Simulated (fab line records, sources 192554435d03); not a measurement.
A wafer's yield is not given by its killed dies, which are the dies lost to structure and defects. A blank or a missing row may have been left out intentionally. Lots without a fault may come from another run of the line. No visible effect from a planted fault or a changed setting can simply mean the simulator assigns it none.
fab line records | flow n5-finfet
[record] lots = 11 | wafers = 31 | last-day = 17
route steps=1938 shown MIM_BOT_LITHO@1865 TV_OPEN@1888 PAD_METAL@1893 PASSIVATION@1936
lots untouched by any fault: they come from a run of this same line in which no faults occurred
start-h: start of the lot's first displayed wafer, in hours after the record's first day | wait-h: hours since the lot's step before | " as in the row above | L1.1+2: one row covering several wafers at once | - either no value or no given start | * or withheld: withheld | < > ~ a bound
route shown NAME@n: names a module that has steps shown in the file, with the first one's number in the route | usual: mean and standard deviation over wafers with no fault | same: alike in all rows | chamber/n: place in a boat | sites: per-site readings | _std_site: their standard deviation | _edge_site: the outer-site mean with the inner-site mean subtracted | radius-mm: for every site, how far away it sits from the centre of the wafer | mask NAME#n: copy n | behind: the most recent tool/chamber to have shaped the wafer | hold: why the lot was held/for how many hours/how that ended | device: whichever transistor did not switch (one of n, p or np) | end of line: at the end of the route, the tests of the same wafers | a step given without rows: its recipe and nothing more | killed: dies that structure and defects cost at the first sort, which is not the same as the wafer's yield | map: a wafer's dies, marking killed ones x, the rest . and places with no die _
set.NAME: setting as actually run; set.NAME@STEP: the setting as run at that earlier step | model.NAME: the simulator's own value behind a step, which no gauge read
steps of the route over a sample of lots; a table a step, a row a wafer
services: the hour from which a tool's chamber was out of use, counted from the record's first day as start-h (under 0 if before that day), plus the number of hours and why
[[steps]]
[step N5_MIM_BOT_LITHO_DESCUM_10]
[recipe] chemistry = O2 | time-s = 7.9 | source-power-w = 50 | bias-power-w = 20 | pressure-mtorr = 20 | rf-frequency-hz = 2.712e+07 | temp-c = 40 | o2-flow-sccm = 225
[usual] chamber-pressure-mTorr = 20.004/0.018 | drypump-motor-current-A = 5.7/0.5 | o2-flow-sccm = 225.0/0.65 | oes-product-au = 0.79/0.092 | rf-vpp-V = 242.8/1.5 | showerhead-plenum-p-Torr = 2.07/0.076 | throttle-valve-pct = 20.53/0.21
lot.wafer | tool        | chamber | start-h | wait-h | chamber-pressure-mTorr | drypump-motor-current-A | o2-flow-sccm | oes-product-au | rf-hours-counter-h | rf-vpp-V | showerhead-plenum-p-Torr | throttle-valve-pct
L424.1    | rie-diel-04 | 3       | 273.48  | 0.0    | 20.001                 | 4.9                     | 225.8        | 0.70           | 193                | 241.5    | 2.00                     | 20.78
L424.3    | "           | 0       | "       | "      | 19.999                 | 6.0                     | 226.0        | 0.72           | 168                | 244.9    | 2.17                     | 20.56
L424.4    | "           | 1       | "       | "      | 19.990                 | 5.8                     | 224.8        | 0.82           | 81                 | 243.8    | 2.11                     | 20.67
L429.3    | rie-diel-06 | 2       | 299.34  | 0.0    | 20.019                 | 5.6                     | 225.4        | 0.85           | 61                 | 243.4    | 2.13                     | 20.30
L429.4    | "           | 3       | "       | "      | 20.011                 | 5.1                     | 225.0        | 0.86           | 53                 | 243.3    | 2.05                     | 20.37
L429.5    | "           | 2       | "       | "      | 20.007                 | 5.6                     | 225.4        | 0.85           | -                  | 242.2    | 2.13                     | 20.29
L427.1    | rie-diel-05 | 2       | 311.27  | 0.0    | 19.988                 | 6.5                     | 224.9        | 0.75           | 180                | 243.2    | 2.08                     | 20.41
L427.5    | "           | 0       | "       | "      | 20.027                 | 5.8                     | 225.7        | 0.70           | -                  | 243.1    | 2.07                     | 20.88
L427.6    | "           | 3       | "       | "      | 20.015                 | 5.4                     | 224.9        | 0.71           | -                  | 242.9    | 2.08                     | 20.57
L430.1    | rie-diel-04 | 0       | 312.91  | 0.1    | 20.029                 | 6.0                     | 226.5        | 0.71           | 180                | 245.1    | 2.17                     | 20.56
L430.5    | "           | 3       | "       | "      | 20.009                 | 4.9                     | 225.0        | 0.69           | -                  | 243.4    | 1.99                     | 20.78
L430.6    | "           | 0       | "       | "      | 20.023                 | 6.0                     | 226.0        | 0.71           | -                  | 245.6    | 2.17                     | 20.57
L431.3    | rie-diel-06 | 2       | 313.42  | 0.2    | 19.974                 | 5.6                     | 224.7        | 0.84           | 66                 | 244.8    | 2.13                     | 20.31
L431.4    | "           | 1       | "       | "      | 19.998                 | 5.6                     | 224.5        | 0.71           | 230                | 240.5    | 1.91                     | 20.82
L431.6    | "           | 2       | "       | "      | 19.992                 | 5.6                     | 224.4        | 0.85           | -                  | 243.8    | 2.13                     | 20.32
L432.2    | rie-diel-06 | 3       | 314.77  | 0.0    | 20.028                 | 5.1                     | 225.9        | 0.84           | 59                 | 241.1    | 2.05                     | 20.39
L432.4    | "           | 1       | "       | "      | 19.993                 | 5.6                     | 225.2        | 0.70           | 231                | 240.4    | 1.91                     | 20.82
L432.5    | "           | 2       | "       | "      | 19.960                 | 5.6                     | 223.9        | 0.85           | -                  | 241.8    | 2.13                     | 20.32
L434.2    | rie-diel-06 | 2       | 340.27  | 0.5    | 20.022                 | 5.6                     | 225.6        | 0.83           | 77                 | 243.6    | 2.12                     | 20.32
L434.3    | "           | 3       | "       | "      | 20.000                 | 5.1                     | 225.6        | 0.82           | 69                 | 241.8    | 2.04                     | 20.39
L437.3    | rie-diel-05 | 2       | 365.52  | 0.1    | 19.999                 | 6.5                     | 225.4        | 0.74           | 207                | 243.4    | 2.07                     | 20.45
L437.6    | "           | 3       | "       | "      | 19.986                 | 5.4                     | 224.2        | 0.71           | -                  | 242.4    | 2.07                     | 20.63
L442.3    | rie-diel-04 | 2       | 366.42  | 0.0    | 20.019                 | 4.9                     | 223.5        | 0.99           | 9                  | 243.1    | 2.14                     | 20.20
L442.4    | "           | 0       | "       | "      | 20.014                 | 6.0                     | 224.9        | 0.71           | 195                | 244.5    | 2.16                     | 20.59
L442.5    | "           | 1       | "       | "      | 19.998                 | 5.8                     | 224.7        | 0.79           | -                  | 244.6    | 2.10                     | 20.70
L446.3    | rie-diel-05 | 2       | 405.46  | 0.0    | 20.013                 | 6.5                     | 225.8        | 0.72           | 222                | 242.7    | 2.07                     | 20.47
L446.4    | "           | 3       | "       | "      | 20.018                 | 5.4                     | 225.3        | 1.00           | 1                  | 243.7    | 2.06                     | 20.19
L446.6    | "           | 2       | "       | "      | 20.003                 | 6.5                     | 226.3        | 0.72           | -                  | 241.8    | 2.07                     | 20.47
L444.1    | rie-diel-04 | 3       | 409.55  | 0.1    | 19.995                 | 4.9                     | 224.6        | 0.68           | 232                | 240.7    | 1.98                     | 20.82
L444.3    | "           | 0       | "       | "      | 19.992                 | 6.0                     | 225.2        | 0.69           | 213                | 244.1    | 2.15                     | 20.60
L444.4    | "           | 2       | "       | "      | 20.020                 | 4.8                     | 226.0        | 0.94           | 24                 | 243.6    | 2.14                     | 20.22
[step N5_PASSIVATION_VIA_ETCH_13]
[recipe] chemistry = CHF3/O2 | target = SiO2 | target-depth-a = 6600 | CHF3_flow_sccm = 50 | O2_flow_sccm = 5 | Ar_flow_sccm = 200 | time-s = 330 | mask-material = PR | pressure-mtorr = 30 | source-w = 650 | bias-w = 170 | ion-energy-ev = 200 | ends = cleared
[usual] O2_flow_sccm = 5.001/0.014 | chamber-pressure-mTorr = 30.002/0.03 | drypump-motor-current-A = 5.5/0.49 | etch-rf-on-time-s = 236/4.1 | oes-product-au = 0.67/0.059 | rf-vpp-V = 521/10 | showerhead-plenum-p-Torr = 2.43/0.097 | throttle-valve-pct = 19.07/0.22
lot.wafer | tool        | chamber | start-h | wait-h | O2_flow_sccm | chamber-pressure-mTorr | drypump-motor-current-A | etch-rf-on-time-s | oes-product-au | rf-hours-counter-h | rf-vpp-V | showerhead-plenum-p-Torr | throttle-valve-pct
L424.1    | rie-diel-02 | 0       | 276.48  | 0.0    | 5.003        | 29.947                 | 5.3                     | 234               | 0.64           | 199                | 521      | 2.41                     | 19.24
L424.3    | "           | 2       | "       | "      | 5.014        | 30.015                 | 6.1                     | 232               | 0.67           | 141                | 520      | 2.23                     | 19.25
L424.4    | "           | 1       | "       | "      | 4.993        | 30.074                 | 4.9                     | 241               | 0.62           | 232                | 523      | 2.30                     | 18.68
L429.3    | rie-diel-03 | 1       | 301.39  | 0.0    | 4.992        | 30.025                 | 5.2                     | 239               | 0.63           | 189                | 504      | 2.40                     | 19.19
L429.4    | "           | 2       | "       | "      | 4.993        | 30.046                 | 6.4                     | 241               | 0.65           | 191                | 539      | 2.49                     | 18.80
L429.5    | "           | 1       | "       | "      | 5.019        | 30.002                 | 5.2                     | 238               | 0.63           | -                  | 504      | 2.40                     | 19.20
L431.3    | rie-diel-03 | 0       | 315.25  | 0.0    | 4.972        | 30.011                 | 5.3                     | 233               | 0.64           | 216                | 508      | 2.39                     | 19.26
L431.4    | "           | 1       | "       | "      | 5.006        | 30.074                 | 5.2                     | 241               | 0.63           | 194                | 506      | 2.40                     | 19.21
L431.6    | "           | 3       | "       | "      | 5.009        | 29.999                 | 5.8                     | 238               | 0.66           | -                  | 537      | 2.50                     | 18.97
L427.1    | rie-diel-02 | 1       | 315.71  | 0.0    | 5.012        | 29.985                 | 4.9                     | 234               | 0.62           | 244                | 525      | 2.29                     | 18.72
L427.5    | "           | 0       | "       | "      | 5.044        | 29.961                 | 5.3                     | 238               | 0.63           | -                  | 523      | 2.40                     | 19.26
L427.6    | "           | 3       | "       | "      | 5.000        | 29.957                 | 5.6                     | 238               | 0.73           | -                  | 524      | 2.54                     | 18.98
L430.1    | rie-diel-02 | 2       | 316.19  | 0.0    | 5.019        | 30.025                 | 6.1                     | 230               | 0.67           | 152                | 521      | 2.22                     | 19.29
L430.5    | "           | 3       | "       | "      | 4.983        | 29.999                 | 5.7                     | 237               | 0.73           | -                  | 524      | 2.54                     | 18.98
L430.6    | "           | 0       | "       | "      | 4.998        | 30.014                 | 5.3                     | 241               | 0.64           | -                  | 522      | 2.40                     | 19.25
L432.2    | rie-diel-02 | 0       | 319.06  | 0.0    | 5.010        | 30.010                 | 5.3                     | 237               | 0.63           | 213                | 522      | 2.40                     | 19.25
L432.4    | "           | 2       | "       | "      | 5.002        | 29.972                 | 6.1                     | 236               | 0.67           | 153                | 521      | 2.22                     | 19.29
L432.5    | "           | 1       | "       | "      | 4.992        | 30.044                 | 4.9                     | 240               | 0.62           | -                  | 524      | 2.29                     | 18.71
L434.2    | rie-diel-03 | 0       | 344.46  | 0.0    | 5.033        | 30.014                 | 5.3                     | 158               | 0.81           | 227                | 508      | 2.39                     | 19.32
L434.3    | "           | 3       | "       | "      | 4.999        | 29.975                 | 5.9                     | 235               | 0.66           | 153                | 536      | 2.50                     | 19.01
L437.3    | rie-diel-03 | 2       | 367.57  | 0.0    | 5.007        | 30.031                 | 6.4                     | 235               | 0.63           | 217                | 539      | 2.48                     | 18.83
L437.6    | "           | 1       | "       | "      | 4.995        | 30.011                 | 5.2                     | 160               | 0.79           | -                  | 504      | 2.39                     | 19.26
L442.3    | rie-diel-02 | 2       | 368.78  | 0.0    | 4.984        | 29.992                 | 6.1                     | 237               | 0.65           | 173                | 520      | 2.22                     | 19.32
L442.4    | "           | 3       | "       | "      | 4.993        | 30.016                 | 5.6                     | 238               | 0.71           | 118                | 523      | 2.54                     | 19.03
L442.5    | "           | 1       | "       | "      | 4.992        | 30.003                 | 4.9                     | 235               | 0.91           | -                  | 531      | 2.58                     | 18.36
L446.3    | rie-diel-02 | 3       | 407.76  | 0.0    | 5.005        | 29.946                 | 5.6                     | 241               | 0.70           | 130                | 523      | 2.53                     | 19.03
L446.4    | "           | 1       | "       | "      | 4.999        | 30.022                 | 4.9                     | 233               | 0.87           | 13                 | 533      | 2.58                     | 18.39
L446.6    | "           | 3       | "       | "      | 5.000        | 29.978                 | 5.6                     | 238               | 0.70           | -                  | 524      | 2.53                     | 19.03
L444.1    | rie-diel-02 | 1       | 411.32  | 0.0    | 4.998        | 30.003                 | 4.9                     | 223               | 0.87           | 14                 | 531      | 2.58                     | 18.39
L444.3    | "           | 2       | "       | "      | 5.004        | 29.930                 | 6.1                     | 232               | 0.64           | 186                | 522      | 2.21                     | 19.33
L444.4    | "           | 0       | "       | "      | 4.987        | 29.985                 | 5.3                     | 234               | 0.61           | 245                | 523      | 2.39                     | 19.31
[step N5_PASSIVATION_DEGAS_18]
[recipe] ambient = vacuum | temp-c = 300 | time-s = 60
[usual] heater-power-w = 492/33
lot.wafer | tool           | chamber | start-h | wait-h | heater-power-w
L424.1    | pvd-sputter-03 | -       | 277.39  | 0.5    | 476
L424.3    | "              | -       | "       | "      | 467
L424.4    | "              | -       | "       | "      | 470
L429.3    | pvd-sputter-02 | -       | 303.01  | 1.2    | 507
L429.4    | "              | -       | "       | "      | 489
L429.5    | "              | -       | "       | "      | 531
L431.3    | pvd-sputter-03 | -       | 315.80  | 0.2    | 482
L431.4    | "              | -       | "       | "      | 557
L431.6    | "              | -       | "       | "      | 464
L427.1    | pvd-sputter-03 | -       | 316.22  | 0.1    | 473
L427.5    | "              | -       | "       | "      | 480
L427.6    | "              | -       | "       | "      | 566
L430.1    | pvd-sputter-03 | -       | 316.76  | 0.2    | 476
L430.5    | "              | -       | "       | "      | 472
L430.6    | "              | -       | "       | "      | 555
L432.2    | pvd-sputter-02 | -       | 320.22  | 0.8    | 497
L432.4    | "              | -       | "       | "      | 476
L432.5    | "              | -       | "       | "      | 521
L434.2    | pvd-sputter-01 | -       | 345.29  | 0.4    | 454
L434.3    | "              | -       | "       | "      | 487
L437.3    | pvd-sputter-02 | -       | 368.55  | 0.6    | 509
L437.6    | "              | -       | "       | "      | 486
L442.3    | pvd-sputter-03 | -       | 369.48  | 0.3    | 481
L442.4    | "              | -       | "       | "      | 567
L442.5    | "              | -       | "       | "      | 461
L446.3    | pvd-sputter-03 | -       | 408.44  | 0.3    | 458
L446.4    | "              | -       | "       | "      | 466
L446.6    | "              | -       | "       | "      | 558
L444.1    | pvd-sputter-03 | -       | 411.83  | 0.1    | 559
L444.3    | "              | -       | "       | "      | 470
L444.4    | "              | -       | "       | "      | 455
[step N5_PASSIVATION_SPUTTER_20]
[recipe] material = TaN | target-thk-a = 500 | temp-c = 25 | chamber-pressure-pa = 0.4
[usual] throttle-valve-pct = 30.2/1
lot.wafer | tool           | chamber | start-h | wait-h | throttle-valve-pct
L424.1    | pvd-sputter-03 | -       | 277.47  | 0.0    | 30.6
L424.3    | "              | -       | "       | "      | 28.7
L424.4    | "              | -       | "       | "      | 31.2
L429.3    | pvd-sputter-02 | -       | 303.09  | 0.0    | 30.5
L429.4    | "              | -       | "       | "      | 30.9
L429.5    | "              | -       | "       | "      | 29.7
L431.3    | pvd-sputter-03 | -       | 315.88  | 0.0    | 30.4
L431.4    | "              | -       | "       | "      | 28.9
L431.6    | "              | -       | "       | "      | 28.4
L427.1    | pvd-sputter-03 | -       | 316.30  | 0.0    | 30.6
L427.5    | "              | -       | "       | "      | 28.6
L427.6    | "              | -       | "       | "      | 28.8
L430.1    | pvd-sputter-03 | -       | 316.84  | 0.0    | 30.9
L430.5    | "              | -       | "       | "      | 28.7
L430.6    | "              | -       | "       | "      | 28.9
L432.2    | pvd-sputter-02 | -       | 320.30  | 0.0    | 30.9
L432.4    | "              | -       | "       | "      | 30.4
L432.5    | "              | -       | "       | "      | 29.5
L434.2    | pvd-sputter-01 | -       | 345.37  | 0.0    | 30.3
L434.3    | "              | -       | "       | "      | 32.7
L437.3    | pvd-sputter-02 | -       | 368.63  | 0.0    | 30.4
L437.6    | "              | -       | "       | "      | 30.4
L442.3    | pvd-sputter-03 | -       | 369.56  | 0.0    | 30.5
L442.4    | "              | -       | "       | "      | 28.9
L442.5    | "              | -       | "       | "      | 28.5
L446.3    | pvd-sputter-03 | -       | 408.52  | 0.0    | 30.9
L446.4    | "              | -       | "       | "      | 28.4
L446.6    | "              | -       | "       | "      | 29.0
L444.1    | pvd-sputter-03 | -       | 411.91  | 0.0    | 28.8
L444.3    | "              | -       | "       | "      | 28.7
L444.4    | "              | -       | "       | "      | 30.9
[step N5_PASSIVATION_PROBE_49]
[usual] defect-limited-yield = 91.6/1.2 | killed_at_M0_to_M3 = 33/9.4 | killed_at_M4_up = 13/5.2 | killed-at-contacts = 13/5.6 | killed-at-front-end = 37/9.5 | killed-at-other = 4/3.1 | killed-dies = 99/15 | killed-open = 65/11 | killed-short = 32/7.5 | sort_bin_5_function = 4.9/0.77 | sort_bin_6_memory = 3.1/0.65 | sort_bin_8_speed = 0.01/0.056 | sort-n-pass = 1081/15 | sort-yield-pct = 91.6/1.2
[same] gross-dies = 1180 | killed-at-back-side = 0 | sort_bin_4_leakage[%] = 0
lot.wafer | tool      | chamber | start-h | wait-h | defect-limited-yield[%] | killed_at_M0_to_M3 | killed_at_M4_up | killed-at-contacts | killed-at-front-end | killed-at-other | killed-dies | killed-open | killed-short | sort_bin_5_function[%] | sort_bin_6_memory[%] | sort_bin_8_speed[%] | sort-n-pass | sort-yield-pct[%]
L431.3    | prober-01 | -       | 321.90  | 0.1    | 93.1                    | 30                 | 12              | 3                  | 36                  | 0               | 81          | 52          | 24           | 4.1                    | 2.3                  | 0                   | 1099        | 93.1
L431.4    | prober-01 | -       | 321.95  | 0.2    | 90.8                    | 31                 | 23              | 7                  | 47                  | 1               | 109         | 83          | 26           | 5.3                    | 3.8                  | 0                   | 1071        | 90.8
L431.6    | prober-01 | -       | 322.05  | 0.3    | 91.7                    | 33                 | 19              | 5                  | 40                  | 1               | 98          | 62          | 36           | 5.3                    | 2.8                  | 0                   | 1082        | 91.7
L430.1    | prober-02 | -       | 323.79  | 0.0    | 89.9                    | 37                 | 14              | 9                  | 52                  | 7               | 119         | 71          | 46           | 5.9                    | 3.5                  | 0                   | 1061        | 89.9
L430.5    | prober-02 | -       | 323.99  | 0.2    | 93.2                    | 19                 | 6               | 17                 | 34                  | 4               | 80          | 44          | 35           | 4.1                    | 2.4                  | 0                   | 1100        | 93.2
L430.6    | prober-02 | -       | 324.04  | 0.3    | 91.1                    | 26                 | 18              | 14                 | 37                  | 10              | 105         | 70          | 35           | 5.6                    | 3.0                  | 0                   | 1075        | 91.1
L432.2    | prober-02 | -       | 325.96  | 0.1    | 92.5                    | 37                 | 5               | 2                  | 40                  | 5               | 89          | 62          | 25           | 4.7                    | 2.8                  | 0                   | 1091        | 92.5
L432.4    | prober-02 | -       | 326.06  | 0.2    | 92.4                    | 33                 | 11              | 5                  | 36                  | 5               | 90          | 54          | 35           | 4.1                    | 3.1                  | 0                   | 1090        | 92.4
L432.5    | prober-02 | -       | 326.11  | 0.2    | 91.9                    | 30                 | 13              | 12                 | 36                  | 5               | 96          | 67          | 26           | 4.7                    | 3.1                  | 0                   | 1084        | 91.9
L442.3    | prober-01 | -       | 376.43  | 0.1    | 92.2                    | 32                 | 13              | 17                 | 29                  | 1               | 92          | 63          | 28           | 5.1                    | 2.5                  | 0                   | 1088        | 92.2
L442.4    | prober-01 | -       | 376.48  | 0.2    | 88.1                    | 51                 | 15              | 11                 | 60                  | 3               | 140         | 83          | 56           | 6.3                    | 5.0                  | 0                   | 1040        | 88.1
L442.5    | prober-01 | -       | 376.53  | 0.2    | 90.5                    | 26                 | 13              | 15                 | 54                  | 4               | 112         | 72          | 40           | 6.2                    | 3.1                  | 0                   | 1068        | 90.5
// killed by level:class
L431.3 FIN_SAQP:geometric-particle:open=9 BEOL_M3:geometric-particle:open=8 BEOL_M2:geometric-particle:open=6 BEOL_M4:geometric-particle:open=5 BEOL_M0_SAQP:geometric-particle:short=5 BEOL_M0:geometric-particle:open=4 BEOL_M4:geometric-particle:short=4 STARTING-WAFER:geometric-particle:open=4
L431.4 STI_FIN_REVEAL:geometric-particle:open=15 BEOL_M3:geometric-particle:open=12 FIN_SAQP:geometric-particle:open=10 BEOL_M4:geometric-particle:open=9 BEOL_M5:geometric-particle:open=8 FIN_SAQP:geometric-particle:short=7 DUMMY_GATE:geometric-particle:open=6 BEOL_M0_SAQP:geometric-particle:open=6
L431.6 FIN_SAQP:geometric-particle:short=12 BEOL_M0_SAQP:geometric-particle:open=10 BEOL_M0_SAQP:geometric-particle:short=8 STI_FIN_REVEAL:geometric-particle:open=7 BEOL_M4:geometric-particle:open=7 BEOL_M2:geometric-particle:open=6 BEOL_M3:geometric-particle:open=6 FIN_SAQP:geometric-particle:open=5
L430.1 FIN_SAQP:geometric-particle:short=13 STI_FIN_REVEAL:geometric-particle:open=12 FIN_SAQP:geometric-particle:open=10 BEOL_M0_SAQP:geometric-particle:open=9 MOL_CONTACT_COAG:geometric-particle:open=9 BEOL_M0_SAQP:geometric-particle:short=9 BEOL_M1:geometric-particle:short=6 BEOL_M4:geometric-particle:open=4
L430.5 MOL_CONTACT_COAG:geometric-particle:open=14 FIN_SAQP:geometric-particle:short=8 FIN_SAQP:geometric-particle:open=6 BEOL_M1:geometric-particle:open=5 SPACER0:geometric-particle:open=4 GATE_CUT:geometric-particle:short=3 MOL_CONTACT_COAG:geometric-particle:short=3 BEOL_M3:geometric-particle:open=3
L430.6 MOL_CONTACT_COAG:geometric-particle:open=13 FIN_SAQP:geometric-particle:short=8 FIN_SAQP:geometric-particle:open=8 BEOL_M4:geometric-particle:open=8 BEOL_M2:geometric-particle:open=8 PASS1_CAP:geometric-particle:open=6 BEOL_M1:geometric-particle:short=6 BEOL_M0_SAQP:geometric-particle:open=5
L432.2 BEOL_M3:geometric-particle:open=15 BEOL_M1:geometric-particle:open=9 FIN_SAQP:geometric-particle:short=7 DUMMY_GATE:geometric-particle:open=7 ILD0:geometric-particle:open=6 BEOL_M0:geometric-particle:open=4 FIN_SAQP:geometric-particle:open=3 ILD0:geometric-particle:short=3
L432.4 BEOL_M3:geometric-particle:open=12 FIN_SAQP:geometric-particle:short=11 FIN_SAQP:geometric-particle:open=8 MOL_CONTACT_COAG:geometric-particle:open=5 BEOL_M0_SAQP:geometric-particle:open=5 BEOL_M0_SAQP:geometric-particle:short=4 BEOL_M1:geometric-particle:open=4 ILD0:geometric-particle:short=3
L432.5 MOL_CONTACT_COAG:geometric-particle:open=8 BEOL_M1:geometric-particle:open=8 FIN_SAQP:geometric-particle:open=7 DUMMY_GATE:geometric-particle:open=7 BEOL_M4:geometric-particle:open=7 BEOL_M3:geometric-particle:open=5 FIN_SAQP:geometric-particle:short=4 MOL_CONTACT_COAG:geometric-particle:short=4
L442.3 MOL_CONTACT_COAG:geometric-particle:open=16 BEOL_M3:geometric-particle:open=10 FIN_SAQP:geometric-particle:short=6 STI_FIN_REVEAL:geometric-particle:open=5 BEOL_M0_SAQP:geometric-particle:open=5 STARTING-WAFER:geometric-particle:short=5 BEOL_M0_SAQP:geometric-particle:short=4 BEOL_M4:geometric-particle:open=4
L442.4 FIN_SAQP:geometric-particle:open=18 FIN_SAQP:geometric-particle:short=16 BEOL_M0_SAQP:geometric-particle:short=12 BEOL_M3:geometric-particle:open=9 MOL_CONTACT_COAG:geometric-particle:open=9 BEOL_M0_SAQP:geometric-particle:open=9 GATE_CUT:geometric-particle:short=8 BEOL_M1:geometric-particle:open=8
L442.5 MOL_CONTACT_COAG:geometric-particle:open=15 FIN_SAQP:geometric-particle:short=14 STI_FIN_REVEAL:geometric-particle:open=10 FIN_SAQP:geometric-particle:open=9 BEOL_M0_SAQP:geometric-particle:open=7 BEOL_M0_SAQP:geometric-particle:short=7 BEOL_M3:geometric-particle:open=6 BEOL_M4:geometric-particle:open=5
[[services]]
tool           | chamber | start-h | hours | kind
rie-diel-04    | 3       | 277.18  | 5.2   | repair
pvd-sputter-02 | -       | 285.64  | 5.0   | repair
rie-diel-02    | 2       | 286.38  | 3.2   | repair
rie-diel-04    | 2       | 310.68  | -     | clean
rie-diel-04    | 2       | 310.68  | -     | consumable-replace:focus-ring
rie-diel-04    | 2       | 310.68  | 15.0  | scheduled-down
rie-diel-04    | 2       | 310.68  | 15.0  | vent-cycle
rie-diel-03    | 3       | 322.36  | 15.4  | repair
rie-diel-04    | -       | 328.49  | 15.6  | pm
rie-diel-02    | 1       | 334.87  | -     | clean
rie-diel-02    | 1       | 334.87  | -     | consumable-replace:focus-ring
rie-diel-02    | 1       | 334.87  | -     | consumable-replace:showerhead
rie-diel-02    | 1       | 334.87  | 27.6  | scheduled-down
rie-diel-02    | 1       | 334.87  | 27.6  | vent-cycle
rie-diel-03    | 1       | 337.77  | 14.5  | repair
pvd-sputter-03 | -       | 338.72  | 1.8   | repair
rie-diel-06    | 1       | 367.37  | -     | clean
rie-diel-06    | 1       | 367.37  | -     | consumable-replace:esc
rie-diel-04    | 3       | 371.95  | 7.3   | repair
rie-diel-03    | 0       | 382.92  | 3.2   | repair
rie-diel-06    | -       | 386.11  | 1.0   | repair
rie-diel-03    | 2       | 389.57  | 5.6   | repair
pvd-sputter-01 | -       | 400.66  | 0.8   | repair
pvd-sputter-03 | -       | 404.95  | 2.1   | repair
[[key]]
[first-sign] step = N5_PASSIVATION_VIA_ETCH_13 | reading = etch-rf-on-time-s | direction = down | sigmas = 19 | usual = * | struck = *
effect none on later readings
met-at N5_PASSIVATION_VIA_ETCH_13
struck-lots L434,L437
struck-wafers L434.2,L437.6
not-acting-at N5_MIM_BOT_LITHO_DESCUM_10,N5_PASSIVATION_DEGAS_18,N5_PASSIVATION_SPUTTER_20
onset-between 315.25 344.46
[fault] kind = process-parameter-drift | tool = rie-diel-03 | chamber = - | onset-h = 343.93 | steps = N5_PASSIVATION_VIA_ETCH_13 | channel = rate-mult | offset = 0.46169 | shape = step | end-h = 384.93 | scope = struck-wafers-only
